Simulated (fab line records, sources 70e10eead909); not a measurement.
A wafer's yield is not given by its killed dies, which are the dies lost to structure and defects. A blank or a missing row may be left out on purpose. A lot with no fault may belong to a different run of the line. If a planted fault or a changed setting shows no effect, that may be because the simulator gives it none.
Matching of chambers | flow nand harc | 4 sister chambers for NHARC_P_M2_STRIP_18 on rie diel-12
The step strips in N2/H2. 20 wafers are shown with their chamber, then 10 later ones without.

## WAFERS WITH THEIR CHAMBER
wafer  | chamber | drypump motor current A (A) | oes product au (a.u.) | rf vpp V (V)
L075.2 | 1       | 5.9                         | 1.004                 | 91.9
L075.5 | 1       | 5.9                         | 1.012                 | 89.8
L075.6 | 0       | 5.6                         | 0.995                 | 92.0
L076.2 | 3       | 6.7                         | 0.999                 | 90.4
L076.3 | 2       | 5.2                         | 1.006                 | 90.1
L076.6 | 0       | 5.6                         | 0.986                 | 90.0
L079.1 | 1       | 5.9                         | 0.993                 | 90.3
L079.3 | 3       | 6.6                         | 0.996                 | 90.3
L079.6 | 3       | 6.6                         | 1.002                 | 88.6
L082.2 | 1       | 5.9                         | 1.011                 | 90.4
L082.4 | 0       | 5.6                         | 1.006                 | 92.0
L082.5 | 3       | 6.6                         | 1.011                 | 92.2
L085.3 | 1       | 5.9                         | 1.006                 | 91.5
L085.5 | 2       | 5.2                         | 1.018                 | 89.0
L085.6 | 3       | 6.6                         | 1.017                 | 91.1
L086.1 | 0       | 5.5                         | 1.001                 | 91.1
L086.4 | 3       | 6.6                         | 1.014                 | 90.4
L086.6 | 3       | 6.7                         | 1.006                 | 90.2
L091.3 | 1       | 6.0                         | 1.007                 | 89.5
L091.4 | 0       | 5.6                         | 0.992                 | 92.9

SIGNATURES, as means of the wafers listed above
reading                 | chamber 0 | chamber 1 | chamber 2 | chamber 3 | scatter within a chamber
drypump motor current A | 5.580     | 5.917     | 5.200     | 6.629     | 0.0437
oes product au          | 0.99600   | 1.00550   | 1.01200   | 1.00643   | 0.00759
rf vpp V                | 91.600    | 90.567    | 89.550    | 90.457    | 1.03
Rule: for each reading, subtract the chamber's mean from the wafer's reading, divide by that reading's scatter and square the result; add these up over the readings and take the root, which gives the wafer's distance from the chamber. The wafer belongs to the nearest chamber; if the next one is less than 2 further off, it can't be placed. The scatter: take each reading less its chamber's mean, square it, sum over the shown wafers, divide by the number of wafers less the number of chambers, and take the root.

## WAFERS WITHOUT THEIR CHAMBER
wafer  | drypump motor current A (A) | oes product au (a.u.) | rf vpp V (V)
L091.5 | 6.6                         | 1.003                 | 91.8
L093.2 | 5.2                         | 1.013                 | 91.7
L093.3 | 5.5                         | 0.995                 | 93.0
L093.6 | 5.6                         | 0.986                 | 90.5
L094.1 | 5.2                         | 1.011                 | 90.8
L094.3 | 6.7                         | 0.998                 | 89.7
L094.4 | 5.5                         | 0.982                 | 90.9
L097.1 | 6.6                         | 1.003                 | 90.1
L097.3 | 5.2                         | 1.024                 | 91.2
L097.4 | 5.6                         | 0.987                 | 90.6

## THE CHAMBER EACH PASSED THROUGH
wafer  | from the rows above | in truth
L091.5 | 3                   | 3
L093.2 | 2                   | 2
L093.3 | 0                   | 0
L093.6 | 0                   | 0
L094.1 | 2                   | 2
L094.3 | 3                   | 3
L094.4 | 0                   | 0
L097.1 | 3                   | 3
L097.3 | 2                   | 2
L097.4 | 0                   | 0
Correctly placed: 10 of 10. Number that these rows cannot place: 0. Number placed wrongly: 0.
